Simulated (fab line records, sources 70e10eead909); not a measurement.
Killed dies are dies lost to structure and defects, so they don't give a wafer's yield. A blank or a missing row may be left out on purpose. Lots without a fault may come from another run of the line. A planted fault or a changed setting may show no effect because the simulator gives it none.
Which tool did it? | flow nand_harc | 11 lots, 33 wafers sampled, at 4 steps of a route of 1159

WHAT THE GAUGES READ, wafer by wafer
NHARC_A_CONTACT_CD_MEAS_42: target cd 200 nm.
lot  | measured     | on        | cd_nm (nm)
L077 | day 19 11:11 | cd_sem-03 | 200.3 200.1 199.9
L075 | day 20 00:40 | cd_sem-02 | 200.4 200.4 200.6
L080 | day 20 09:59 | cd_sem-02 | 199.7 200.3 200.0
L084 | day 20 20:31 | cd_sem-02 | 200.3 200.1 199.5
L081 | day 20 16:07 | cd_sem-02 | 200.1 200.4 200.2
L085 | day 21 17:02 | cd_sem-01 | 199.9 200.3 200.7
L089 | day 22 08:23 | cd_sem-01 | 201.2 199.3 199.5
L093 | day 22 12:50 | cd_sem-01 | 201.6 199.5 200.7
L091 | day 22 17:32 | cd_sem-02 | 201.2 201.3 200.3
L086 | day 23 09:43 | cd_sem-01 | 200.4 200.9 200.7
L096 | day 24 03:51 | cd_sem-03 | 200.4 199.8 199.5

WHICH TOOL RAN EACH LOT (tool, then ch and the chambers of the sampled wafers, then the start)
lot  | NHARC_A_SLIT_DESCUM_14             | NHARC_A_SLIT_ETCH_24               | NHARC_A_SLIT_STRIP_18
L077 | rie_diel-10 ch 0,2,3, day 16 23:40 | rie_diel-10 ch 0,1, day 16 23:44   | rie_diel-10 ch 0,2, day 19 11:11 or earlier
L075 | rie_diel-09 ch 0,3, day 17 04:20   | rie_diel-09 ch 0,1,2, day 17 04:25 | rie_diel-10 ch 1,2, day 20 00:40 or earlier
L080 | rie_diel-09 ch 0,3, day 17 15:23   | rie_diel-09 ch 1,2,3, day 17 15:29 | rie_diel-03 ch 1,2,3, day 20 09:59 or earlier
L084 | rie_diel-03 ch 0,2, day 17 19:43   | rie_diel-03 ch 1,2, day 17 19:47   | rie_diel-10 ch 0,2, day 20 20:31 or earlier
L081 | rie_diel-09 ch 0,1,3, day 17 21:39 | rie_diel-09 ch 1,2,3, day 17 21:43 | rie_diel-09 ch 1,2, day 20 16:07 or earlier
L085 | rie_diel-03 ch 0,1, day 18 03:26   | rie_diel-03 ch 0,2, day 18 03:31   | rie_diel-03 ch 1,2,3, day 21 17:02 or earlier
L089 | rie_diel-03 ch 0,3, day 18 18:16   | rie_diel-03 ch 0,1,3, day 18 18:22 | rie_diel-03 ch 0,1,3, day 22 08:23 or earlier
L093 | rie_diel-03 ch 0,3, day 18 23:43   | rie_diel-03 ch 0,1, day 18 23:48   | rie_diel-03 ch 1,2, day 22 12:50 or earlier
L091 | rie_diel-10 ch 0,1,3, day 19 01:41 | rie_diel-10 ch 0,1,2, day 19 01:46 | rie_diel-03 ch 0,2,3, day 22 17:32 or earlier
L086 | rie_diel-10 ch 1,2, day 19 06:05   | rie_diel-10 ch 1,2,3, day 19 06:11 | rie_diel-10 ch 1,2,3, day 23 09:43 or earlier
L096 | rie_diel-09 ch 0,3, day 20 03:14   | rie_diel-09 ch 0,1,3, day 20 03:20 | rie_diel-09 ch 0,1,3, day 24 03:51 or earlier
- NHARC_A_SLIT_DESCUM_14: chemistry O2, time 3 s.
- NHARC_A_SLIT_ETCH_24: etches the open film in CF4/CHF3, target depth 121 nm, time 60.5 s.
- NHARC_A_SLIT_STRIP_18: strips in O2.

THE ANSWER, worked out from the rows above alone
Rule: what is usual is taken from the lots themselves. Put in order of their means at a reading, lots are off if they are a third of the lots or fewer, leave a main group of 4 or more, and stand apart from it by a gap of 3 or more times the standard deviation of the main group's means; of several such gaps the widest counts. A main group whose means are all the same, to the digits that the tables above print for the reading, isn't used. A lot without any number at a reading at which 4 lots or more have one is off too. The other lots that the step has rows for count as sound.
No lot is off at any reading shown: from this, nothing can be told.

WHAT THE SIMULATOR HAD PUT IN
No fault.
